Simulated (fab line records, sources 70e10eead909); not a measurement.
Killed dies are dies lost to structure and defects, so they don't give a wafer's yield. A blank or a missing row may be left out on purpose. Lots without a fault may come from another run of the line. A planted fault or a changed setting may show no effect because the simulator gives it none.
fab line records | flow nand_harc
record lots=6 wafers=18 last_day=32
route steps=1302 shown A_STAIRCASE@879 A_SGD_CUT@890 END@1302
lots that met no fault: from a run of the same line without faults
start_h: hours from the record's first day to the start of the lot's first wafer shown | wait_h: hours since the lot's step before | " the same as in the row above | L1.1+2: a row that stands for several wafers | - no value, or no start given | * or withheld: withheld | < > ~ a bound
route shown NAME@n: a module of which the file shows steps, and the number in the route of the first | usual: mean/standard deviation of fault-free wafers | same: alike in all rows | chamber/n: place in a boat | sites: the reading at each site | _std_site: their standard deviation | _edge_site: outer sites' mean less inner sites' | radius_mm: how far each site lies from the wafer's centre | mask NAME#n: copy n | behind: the tool/chamber that last shaped the wafer | hold: why the lot was held/for how many hours/how that ended | device: the transistor (n, p or np) that didn't switch | end of line: the same wafers' tests at the end of the route | a step without rows: its recipe alone | killed: dies lost to structure and defects at the first sort, not the wafer's yield | map: a wafer's dies, x killed, . not, _ none there
set.NAME: the setting as run; set.NAME@STEP: as run at that earlier step | model.NAME: the simulator's own value behind a step, which no gauge read
lots at some steps of the route; a table a step, a row a wafer
services: from which hour (start_h, from the record's first day; less than 0 if before it) a tool's chamber was out of use, for how many hours, and why
## steps
# step NHARC_A_STAIRCASE_SRD_154
# step NHARC_A_STAIRCASE_ETCH_403
# recipe target_depth_a=1082 chemistry=dHF material=SiO2
# step NHARC_A_STAIRCASE_ETCHBACK_422
# recipe target_depth_a=400 over_etch_frac=0.3 time_s=74.286 ion_energy_ev=120 ch3f_flow_sccm=50 o2_flow_sccm=30 ar_flow_sccm=200 rf_w=500 bias_w=100 chemistry=CH3F/O2
# usual drypump_motor_current_A=5.8/0.4 oes_product_au=0.95/0.036 rf_fwd_power_W=495.9/2 rf_vpp_V=243.7/1.6 showerhead_plenum_p_Torr=2.42/0.091 throttle_valve_pct=20.663/0.0099
# columns lot.wafer tool chamber start_h wait_h drypump_motor_current_A oes_product_au rf_fwd_power_W rf_hours_counter_h rf_vpp_V showerhead_plenum_p_Torr throttle_valve_pct
L839.2 rie_diel-08 0 464.12 0.2 5.8 0.92 492.9 30 241.5 2.28 20.644
L839.3 " 2 " " 5.9 0.94 495.8 28 246.7 2.52 20.660
L839.6 " 0 " " 5.8 0.91 495.3 - 241.5 2.28 20.662
L842.1 rie_diel-08 3 479.05 0.2 6.4 0.93 497.7 36 245.9 2.55 20.666
L842.5 " 0 " " 5.8 0.91 496.4 - 242.4 2.28 20.679
L842.6 " 1 " " 5.4 0.93 495.4 - 241.7 2.36 20.660
L841.2 rie_diel-07 3 482.22 0.1 4.9 0.98 495.7 1 243.5 2.33 20.650
L841.5 " 1 " " 6.3 1.04 495.8 - 243.5 2.35 20.651
L841.6 " 2 " " 5.9 1.00 495.2 - 246.0 2.44 20.655
L850.4 rie_diel-07 0 572.85 0.1 5.9 0.93 493.4 30 244.6 2.41 20.669
L850.3 " 2 " " 6.0 0.92 494.0 29 244.0 2.43 20.664
L850.2 " 3 " " 4.9 0.91 497.2 32 241.7 2.32 20.665
L855.1 rie_diel-07 0 625.32 0.1 5.8 0.92 496.2 47 244.7 2.40 20.657
L855.3 " 3 " " 4.9 0.92 499.0 47 242.3 2.32 20.670
L855.6 " 0 " " 5.8 0.93 495.5 - 244.7 2.40 20.664
L856.4 rie_diel-07 3 635.11 0.2 4.9 0.92 496.8 50 242.0 2.32 20.671
L856.1 " 0 " " 5.8 0.94 495.9 50 242.5 2.40 20.671
L856.6 " 2 " " 5.9 0.93 493.8 - 242.4 2.42 20.674
# step NHARC_A_STAIRCASE_ETCH_423
# recipe target_depth_a=300 chemistry=dHF material=SiO2
# step NHARC_A_STAIRCASE_ETCHBACK_157
# recipe target_depth_a=900 over_etch_frac=0.3 time_s=167.14 ion_energy_ev=120 ch3f_flow_sccm=50 o2_flow_sccm=30 ar_flow_sccm=200 rf_w=500 bias_w=100 chemistry=CH3F/O2
# usual drypump_motor_current_A=5.8/0.41 oes_product_au=0.96/0.032 rf_fwd_power_W=498.0/1.6 rf_vpp_V=243.8/1.4 showerhead_plenum_p_Torr=2.42/0.083 throttle_valve_pct=20.663/0.0092
# columns lot.wafer tool chamber start_h wait_h drypump_motor_current_A oes_product_au rf_fwd_power_W rf_hours_counter_h rf_vpp_V showerhead_plenum_p_Torr throttle_valve_pct
L839.3 rie_diel-08 3 464.49 0.1 6.4 0.96 498.2 27 246.2 2.55 20.661
L839.2 " 0 " " 5.8 0.97 495.6 30 241.6 2.28 20.657
L839.6 " 3 " " 6.4 0.98 497.5 - 244.8 2.55 20.671
L842.1 rie_diel-08 3 479.40 0.2 6.4 0.98 497.2 36 246.5 2.55 20.677
L842.5 " 2 " " 5.9 0.98 497.8 - 245.3 2.51 20.662
L842.6 " 3 " " 6.4 0.98 496.6 - 245.7 2.55 20.648
L841.2 rie_diel-08 2 482.58 0.2 5.9 0.93 498.9 36 245.5 2.51 20.654
L841.5 " 1 " " 5.4 0.93 499.8 - 242.1 2.36 20.677
L841.6 " 3 " " 6.3 0.92 496.6 - 244.6 2.55 20.682
L850.3 rie_diel-07 3 573.22 0.2 4.9 0.96 496.7 32 243.3 2.32 20.669
L850.2 " 0 " " 5.9 0.99 497.8 30 244.1 2.41 20.667
L850.4 " 2 " " 5.9 0.97 496.1 29 244.2 2.43 20.665
L855.3 rie_diel-08 2 625.72 0.2 5.9 0.92 498.7 23 245.5 2.50 20.667
L855.1 " 0 " " 5.8 0.93 498.4 22 246.5 2.65 20.660
L855.6 " 3 " " 6.4 0.91 499.8 - 245.2 2.53 20.654
L856.1 rie_diel-07 2 635.46 0.2 5.9 0.96 497.4 46 244.6 2.42 20.662
L856.4 " 3 " " 4.9 0.93 499.3 50 241.8 2.32 20.663
L856.6 " 2 " " 5.9 0.95 498.0 - 243.3 2.42 20.654
# step NHARC_A_STAIRCASE_STRIP_475
# recipe time_s=20 o2_flow_sccm=500 ar_flow_sccm=0 bias_w=0 chemistry=O2
# step NHARC_A_STAIRCASE_DEP_471
# recipe target_thk_a=1000 temp_c=400 pressure_torr=6.5 rf_w=900 teos_flow_sccm=161.4 flow_sccm=2650 target_thk_nm=100 gas=O2 material=SiO2
# usual heater_power_w=608/98 rf_fwd_power_W=896.5/3 throttle_valve_pct=16.0/0.72
# columns lot.wafer tool chamber start_h wait_h heater_power_w rf_fwd_power_W throttle_valve_pct
L839.2 pecvd-02 1 464.76 - 559 894.1 14.9
L839.3 " 0 " " 704 891.8 15.8
L839.6 " 0 " " 712 893.3 16.1
L842.1 pecvd-01 0 479.69 - 672 902.6 16.5
L842.6 " 2 " " 438 896.1 17.0
L842.5 " 0 " " 682 898.4 16.7
L841.2 pecvd-01 1 482.89 - 527 898.4 16.5
L841.5 " 2 " " 439 894.8 17.1
L841.6 " 0 " " 736 897.0 16.7
L850.3 pecvd-02 0 573.60 - 639 898.3 16.1
L850.2 " 1 " " 595 895.3 15.0
L850.4 " 2 " " 628 898.1 16.4
L855.3 pecvd-02 0 626.00 - 713 898.7 16.3
L855.1 " 1 " " 543 895.3 15.2
L855.6 " 1 " " 548 893.7 14.6
L856.1 pecvd-02 2 635.78 - 434 894.2 16.0
L856.4 " 1 " " 556 896.7 14.9
L856.6 " 2 " " 439 895.2 16.3
# step NHARC_A_STAIRCASE_CMP_472
# recipe material=SiO2
# usual motor_current_A=12.5/1.2
# columns lot.wafer tool chamber start_h wait_h motor_current_A
L839.2 cmp-02 0 465.05 0.3 13.2
L839.3 " 1 " " 12.5
L839.6 " 0 " " 13.2
L842.1 cmp-02 2 479.96 0.2 11.8
L842.6 " 1 " " 13.0
L842.5 " 2 " " 11.8
L841.2 cmp-04 0 483.17 0.2 11.9
L841.6 " 0 " " 11.3
L841.5 " 1 " " 13.9
L850.4 cmp-04 3 573.87 0.1 11.4
L850.3 " 0 " " 11.9
L850.2 " 2 " " 12.2
L855.3 cmp-03 2 626.30 0.3 11.5
L855.1 " 3 " " 14.1
L855.6 " 1 " " 11.7
L856.1 cmp-03 1 636.00 0.2 11.8
L856.4 " 0 " " 14.2
L856.6 " 1 " " 12.0
# step NHARC_A_STAIRCASE_SRD_474
# step NHARC_A_STAIRCASE_INSPECT_155
# usual raw_defect_count=453/140
# columns lot.wafer tool chamber start_h wait_h raw_defect_count
L839.2 defect_inspect-02 - 465.37 0.1 442
L839.3 " - " " 334
L839.6 " - " " 268
L842.1 defect_inspect-02 - 480.27 0.1 616
L842.5 " - " " 309
L842.6 " - " " 407
L841.2 defect_inspect-02 - 483.51 0.1 580
L841.5 " - " " 773
L841.6 " - " " 571
L850.2 defect_inspect-02 - 574.21 0.1 535
L850.3 " - " " 645
L850.4 " - " " 436
L855.1 defect_inspect-01 - 626.61 0.1 306
L855.3 " - " " 581
L855.6 " - " " 502
L856.1 defect_inspect-01 - 636.35 0.1 279
L856.4 " - " " 309
L856.6 " - " " 373
# step NHARC_A_SGD_CUT_DEP_00
# recipe target_thk_a=500 temp_c=400 target_thk_nm=50 flow_sccm=200 rf_w=450 material=SiNx
# usual heater_power_w=714/78 rf_fwd_power_W=448.2/1.4
# columns lot.wafer tool chamber start_h wait_h heater_power_w rf_fwd_power_W
L839.2 pecvd-03 2 465.64 0.3 707 449.6
L839.3 " 0 " " 724 446.6
L839.6 " 0 " " 724 446.5
L842.1 pecvd-01 2 480.40 0.1 635 449.7
L842.5 " 1 " " 683 447.3
L842.6 " 2 " " 637 448.6
L841.2 pecvd-03 2 483.57 0.1 668 447.1
L841.6 " 2 " " 661 449.1
L841.5 " 0 " " 723 448.7
L850.3 pecvd-03 2 574.31 0.1 729 447.3
L850.2 " 0 " " 733 447.5
L850.4 " 2 " " 744 446.9
L855.1 pecvd-03 2 626.71 0.1 652 447.4
L855.3 " 0 " " 761 448.8
L855.6 " 0 " " 753 447.8
L856.1 pecvd-02 2 636.42 0.1 629 447.8
L856.6 " 2 " " 631 448.7
L856.4 " 0 " " 827 447.4
# step NHARC_A_SGD_CUT_DEHYDRATE_01
# recipe temp_c=150 time_s=120
# step NHARC_A_SGD_CUT_HMDS_02
# recipe time_s=30
# step NHARC_A_SGD_CUT_COAT_56
# recipe temp_c=260 time_s=75
# step NHARC_A_SGD_CUT_COAT_57
# recipe temp_c=225 time_s=65
# step NHARC_A_SGD_CUT_COAT_03
# recipe spin_rpm=1500 resist_thk_nm=90
# step NHARC_A_SGD_CUT_SOFTBAKE_04
# recipe temp_c=105 time_s=55
# step NHARC_A_SGD_CUT_EBR_05
# step NHARC_A_SGD_CUT_EXPOSE_06
# recipe na=1.35 dose_mj=85.59 mask_id=SGD
# step NHARC_A_SGD_CUT_PEB_07
# recipe peb_temp_c=100 peb_time_s=65
# step NHARC_A_SGD_CUT_DEVELOP_08
# recipe develop_time_s=35 dev_temp_c=23
# step NHARC_A_SGD_CUT_CD_MEAS_09
# recipe target_cd_nm=100 landing_energy_ev=500
# usual cd_nm=100.4/0.88
# columns lot.wafer tool chamber start_h wait_h cd_nm
L839.2 cd_sem-03 0 466.34 - 100.1
L839.3 " 0 " " 101.5
L839.6 " 0 " " 99.6
L842.1 cd_sem-02 0 481.06 - 101.5
L842.5 " 0 " " 101.4
L842.6 " 0 " " 100.8
L841.2 cd_sem-02 0 484.18 - 101.1
L841.5 " 0 " " 100.5
L841.6 " 0 " " 101.4
L850.2 cd_sem-02 0 574.88 - 100.2
L850.3 " 0 " " 99.8
L850.4 " 0 " " 100.9
L855.1 cd_sem-02 0 627.41 - 101.0
L855.3 " 0 " " 100.9
L855.6 " 0 " " 101.3
L856.1 cd_sem-03 0 637.01 - 101.3
L856.4 " 0 " " 101.7
L856.6 " 0 " " 101.4
# step NHARC_A_SGD_CUT_OVL_MEAS_10
# usual overlay_x_nm=-0.1/0.87 overlay_y_nm=0.0/1.1
# columns lot.wafer tool chamber start_h wait_h overlay_x_nm overlay_y_nm
L839.2 overlay-02 - 466.42 - 0.9 -0.7
L839.3 " - " " 1.1 -0.6
L839.6 " - " " 1.1 -0.6
L842.1 overlay-02 - 481.15 - 0.3 -0.1
L842.5 " - " " -0.2 0.6
L842.6 " - " " 0.5 0.6
L841.2 overlay-02 - 484.26 - -0.4 -1.2
L841.5 " - " " -1.1 -1.4
L841.6 " - " " -0.3 -1.1
L850.2 overlay-02 - 574.97 - 2.2 -0.5
L850.3 " - " " 2.5 -1.0
L850.4 " - " " 2.2 -0.7
L855.1 overlay-02 - 627.50 - -1.1 -1.1
L855.3 " - " " -1.4 -1.0
L855.6 " - " " -1.7 -1.0
L856.1 overlay-01 - 637.10 - 0.8 -1.7
L856.4 " - " " 1.1 -1.1
L856.6 " - " " 0.9 -1.5
# step NHARC_A_SGD_CUT_INSPECT_11
# usual raw_defect_count=48/24
# columns lot.wafer tool chamber start_h wait_h hold raw_defect_count
L839.2 defect_inspect-02 - 466.46 0.0 await_dispo/0.2h/release 627
L839.3 " - " " await_dispo/0.2h/release 620
L839.6 " - " " await_dispo/0.2h/release 636
L839.2 defect_inspect-02 - 466.63 0.2 - 616
L839.3 " - " " - 621
L839.6 " - " " - 627
L842.1 defect_inspect-01 - 481.19 0.0 - 62
L842.5 " - " " - 72
L842.6 " - " " - 70
L841.2 defect_inspect-02 - 484.30 0.0 await_dispo/0.2h/release 546
L841.5 " - " " await_dispo/0.2h/release 551
L841.6 " - " " await_dispo/0.2h/release 523
L841.2 defect_inspect-02 - 484.47 0.2 - 536
L841.5 " - " " - 549
L841.6 " - " " - 529
L850.2 defect_inspect-02 - 575.00 0.0 - 90
L850.3 " - " " - 89
L850.4 " - " " - 85
L855.1 defect_inspect-01 - 627.53 0.0 - 23
L855.3 " - " " - 18
L855.6 " - " " - 24
L856.1 defect_inspect-01 - 637.14 0.0 - 82
L856.4 " - " " - 58
L856.6 " - " " - 78
# step NHARC_A_SGD_CUT_DESCUM_14
# recipe time_s=3 o2_flow_sccm=200 ar_flow_sccm=0 bias_power_w=0 chemistry=O2
# usual drypump_motor_current_A=5.6/0.37 oes_product_au=1.000/0.015 rf_vpp_V=57.8/0.89 showerhead_plenum_p_Torr=1.90/0.071 throttle_valve_pct=11.312/0.0083
# columns lot.wafer tool chamber start_h wait_h hold drypump_motor_current_A oes_product_au rf_hours_counter_h rf_vpp_V showerhead_plenum_p_Torr throttle_valve_pct
L839.2 rie_diel-11 1 469.12 2.5 await_dispo/2.4h/release 6.1 1.009 2 58.6 1.88 11.309
L839.3 " 2 " " await_dispo/2.4h/release 5.3 1.002 1 57.8 1.92 11.308
L839.6 " 0 " " await_dispo/2.4h/release 5.8 1.006 - 58.3 1.94 11.297
L842.1 rie_diel-02 0 481.25 0.1 - 5.1 0.967 4 57.5 1.86 11.319
L842.6 " 0 " " - 5.1 0.974 - 58.6 1.86 11.329
L842.5 " 1 " " - 6.1 0.990 - 56.7 1.79 11.327
L841.2 rie_diel-11 0 486.18 1.7 await_dispo/1.7h/release 5.7 1.008 2 58.8 1.94 11.298
L841.5 " 0 " " await_dispo/1.7h/release 5.7 1.002 - 59.1 1.94 11.313
L841.6 " 1 " " await_dispo/1.7h/release 6.1 1.010 - 58.6 1.88 11.308
L850.3 rie_diel-11 1 575.06 0.1 - 6.1 0.991 7 57.6 1.88 11.328
L850.2 " 2 " " - 5.3 0.993 7 57.9 1.92 11.319
L850.4 " 0 " " - 5.7 1.015 6 57.1 1.94 11.302
L855.1 rie_diel-01 2 627.59 0.1 - 5.2 1.011 3 57.3 1.81 11.303
L855.3 " 1 " " - 5.5 0.978 3 57.0 1.92 11.316
L855.6 " 2 " " - 5.3 1.002 - 56.8 1.81 11.311
L856.1 rie_diel-02 2 637.21 0.1 - 5.5 1.005 3 58.6 1.99 11.323
L856.4 " 3 " " - 5.8 1.022 3 58.4 2.01 11.318
L856.6 " 2 " " - 5.5 1.008 - 58.1 1.99 11.315
# step NHARC_END_SORT_01
# recipe temp_c=25
# usual killed_at_array=56/17 killed_at_other=1.2/1.4 killed_at_periphery=4/3.2 killed_dies=61/16 killed_open=3.6/2.1 killed_short=2.7/1.8
# same gross_dies=677
# columns lot.wafer tool chamber start_h wait_h killed_at_array killed_at_other killed_at_periphery killed_dies killed_open killed_short
L839.2 prober-02 0 635.82 2.8 125 4 2 131 3 1
L839.3 prober-02 0 636.62 3.1 135 4 2 141 4 4
L839.6 prober-02 0 639.02 4.0 127 3 3 133 3 2
L841.2 prober-02 0 640.20 2.8 109 1 7 117 5 4
L841.5 prober-02 0 642.60 3.7 102 1 7 110 5 2
L841.6 prober-02 0 643.40 4.0 109 2 15 126 6 4
L850.2 prober-01 0 707.32 2.8 71 0 5 76 3 4
L850.3 prober-01 0 708.12 3.1 63 0 4 67 1 3
L850.4 prober-01 0 708.92 3.4 64 0 3 67 0 0
# killed by level:class
L839.2 A_SGD_CUT:unspecified=80 A_CHANNEL_HOLE_D1:chamber_film_flake=33 A_CHANNEL_HOLE_D2:chamber_film_flake=7 THIN_TSV:chamber_film_flake=4 A_STAIRCASE:chamber_film_flake=3 P_M0:geometric_particle:open=1 P_BONDPAD:geometric_particle:open=1 A_WL_FILL:geometric_particle:short=1
L839.3 A_SGD_CUT:unspecified=86 A_CHANNEL_HOLE_D1:chamber_film_flake=24 A_CHANNEL_HOLE_D2:chamber_film_flake=13 A_CONTACT:chamber_film_flake=3 THIN_TSV:chamber_film_flake=3 P_M0:geometric_particle:short=1 A_ONON_D1:geometric_particle:open=1 A_CHANNEL_FILL_D1:geometric_particle:short=1
L839.6 A_SGD_CUT:unspecified=80 A_CHANNEL_HOLE_D1:chamber_film_flake=34 A_CHANNEL_HOLE_D2:chamber_film_flake=7 THIN_TSV:chamber_film_flake=3 P_CONTACT:geometric_particle:open=1 P_CONTACT:geometric_particle:short=1 A_CHANNEL_HOLE_D1:geometric_particle:open=1 A_BLC:geometric_particle:short=1
L841.2 A_SGD_CUT:unspecified=83 A_CHANNEL_HOLE_D2:chamber_film_flake=8 P_BONDPAD:chamber_film_flake=5 A_STAIRCASE:chamber_film_flake=4 A_WL_FILL:geometric_particle:short=2 A_CHANNEL_HOLE_D1:chamber_film_flake=2 A_DECK1_JOINT:chamber_film_flake=2 A_ONON_D1:geometric_particle:short=1
L841.5 A_SGD_CUT:unspecified=78 A_CHANNEL_HOLE_D2:chamber_film_flake=12 P_STI:chamber_film_flake=3 A_CHANNEL_HOLE_D1:chamber_film_flake=3 P_M0:geometric_particle:open=2 P_BONDPAD:chamber_film_flake=2 A_ONON_D1:geometric_particle:short=1 A_DECK1_JOINT:geometric_particle:short=1
L841.6 A_SGD_CUT:unspecified=82 A_CHANNEL_HOLE_D2:chamber_film_flake=10 P_STI:chamber_film_flake=4 P_BONDPAD:chamber_film_flake=3 P_GATE:chamber_film_flake=3 A_CHANNEL_HOLE_D1:chamber_film_flake=3 P_GATE:geometric_particle:open=2 A_CHANNEL_FILL_D2:geometric_particle:short=2
L850.2 A_CHANNEL_HOLE_D1:chamber_film_flake=29 A_CHANNEL_HOLE_D2:chamber_film_flake=26 P_GATE:chamber_film_flake=3 A_SLIT:chamber_film_flake=3 A_STAIRCASE:chamber_film_flake=3 A_WL_FILL:chamber_film_flake=2 P_GATE:geometric_particle:open=1 P_M0:geometric_particle:open=1
L850.3 A_CHANNEL_HOLE_D2:chamber_film_flake=27 A_CHANNEL_HOLE_D1:chamber_film_flake=24 A_CONTACT:chamber_film_flake=4 A_SLIT:chamber_film_flake=3 A_CHANNEL_FILL_D1:geometric_particle:short=2 P_M0:geometric_particle:open=1 A_CHANNEL_FILL_D2:geometric_particle:short=1 P_ZERO_WELL:chamber_film_flake=1
L850.4 A_CHANNEL_HOLE_D1:chamber_film_flake=29 A_CHANNEL_HOLE_D2:chamber_film_flake=26 A_CONTACT:chamber_film_flake=5 A_DECK1_JOINT:chamber_film_flake=2 A_SLIT:chamber_film_flake=2 P_ZERO_WELL:chamber_film_flake=1 P_GATE:chamber_film_flake=1 P_M2:chamber_film_flake=1
# map L839.3 (x killed, . not)
____________.____________
_________.x....._________
_______..........._______
______.x........x..______
_____..............._____
____.................____
____.................____
___.................x.___
___x.......x.....x.xxx___
__..............xxxxxx.__
__.......x...x..xxxxxxx__
_..............x.xxxxxx._
_........x.....xxxxxxxxx_
_.x............xxxxxxxxx_
_......x........xxxxxxxx_
_..............xxxxxxxx._
..............x..xxxxxxx.
...............xxxxxxxx.x
x.............x.xxxxx.x..
................xxxx.....
....................x....
_.................x....._
_.................x..x.._
_.................xxx..._
_.................xx..x._
_.x....x............x..._
__................x.x..__
__xxxx.x...............__
___xx.xx........x..x..___
___xxxxx.........x....___
____xxx...........x..____
____xx.......x......x____
_____xx...........x._____
______.............______
_______..........._______
_________......._________
____________.____________
# map L841.6 (x killed, . not)
____________.____________
_________x.x...._________
_______xxxxx....x._______
______xxxx.........______
_____xxxxxx........._____
____.xxxxxx..........____
____xxxxxxxx....x....____
___.xxxxxxxx....x.....___
___.xxxxxxxx..x.......___
__..xxxxxxxx...x.......__
__.xxxxxxxx.x..x.......__
_....xxxxxxxx..........._
_....xxxxx...x.....x...._
_....xxxxx.............._
_......xx..............._
_.....x................._
..........x........x.....
.........................
................x........
.........................
.........................
_..x............x..xx..._
_.....................x._
_.................x.xx.._
_.x...x......x..x.....x._
_.....x............x.xx._
__...x...x.........x.x.__
__.x............x.x....__
___...........x.......___
___..........x........___
____..............x..____
____.................____
_____.....x........x_____
______.............______
_______..........._______
_________......._________
____________x____________
## services
# columns tool chamber start_h hours kind
rie_diel-11 2 443.41 9.8 repair
cmp-04 - 444.89 0.5 repair
cmp-03 - 446.11 2.5 repair
cmp-04 - 455.80 1.6 repair
cmp-03 - 456.00 4.0 pm
rie_diel-07 - 471.34 9.0 pm
rie_diel-08 0 481.63 3.7 repair
rie_diel-08 - 488.25 0.8 repair
pecvd-01 - 492.27 13.0 pm
cmp-04 - 503.00 4.0 pm
cmp-04 - 516.89 0.8 repair
cmp-04 - 520.93 6.7 repair
cmp-02 - 526.67 4.0 pm
cmp-03 - 536.97 0.5 repair
pecvd-03 - 538.67 1.1 repair
rie_diel-08 - 544.88 9.0 pm
cmp-04 - 547.12 2.1 repair
pecvd-03 - 547.19 13.0 pm
cmp-03 - 547.21 1.6 repair
cmp-03 - 553.87 0.4 repair
cmp-03 - 554.31 4.0 pm
rie_diel-02 - 570.71 9.0 pm
pecvd-02 - 597.68 1.1 repair
rie_diel-11 - 609.57 9.0 pm
## key
first_sign step=NHARC_A_SGD_CUT_INSPECT_11 reading=visit direction=added
effect step=NHARC_A_SGD_CUT_INSPECT_11 reading=raw_defect_count direction=up sigmas=22 usual=48 struck=584
effect step=NHARC_END_SORT_01 reading=killed_dies direction=up sigmas=3.9 usual=61 struck=126
more_kills_born_at NHARC_A_SGD_CUT_DEP_00@pecvd-03=489
met_at NHARC_A_SGD_CUT_DEP_00
struck_wafers L839.2,L839.3,L839.6,L841.2,L841.5,L841.6
tester_left_out L839,L841
fault kind=chamber_particle_source tool=pecvd-03 chamber=- onset_h=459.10 steps=NHARC_A_SGD_CUT_DEP_00 rate_per_visit_cm2=0.83399 end_h=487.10
# tester_left_out: of these lots the tester's yield and bins aren't shown, on N5 and GAA mostly nor the transistor test; their killed dies are dies lost to structure and defects alone, not to doping, threshold or leakage, so they don't give the yield
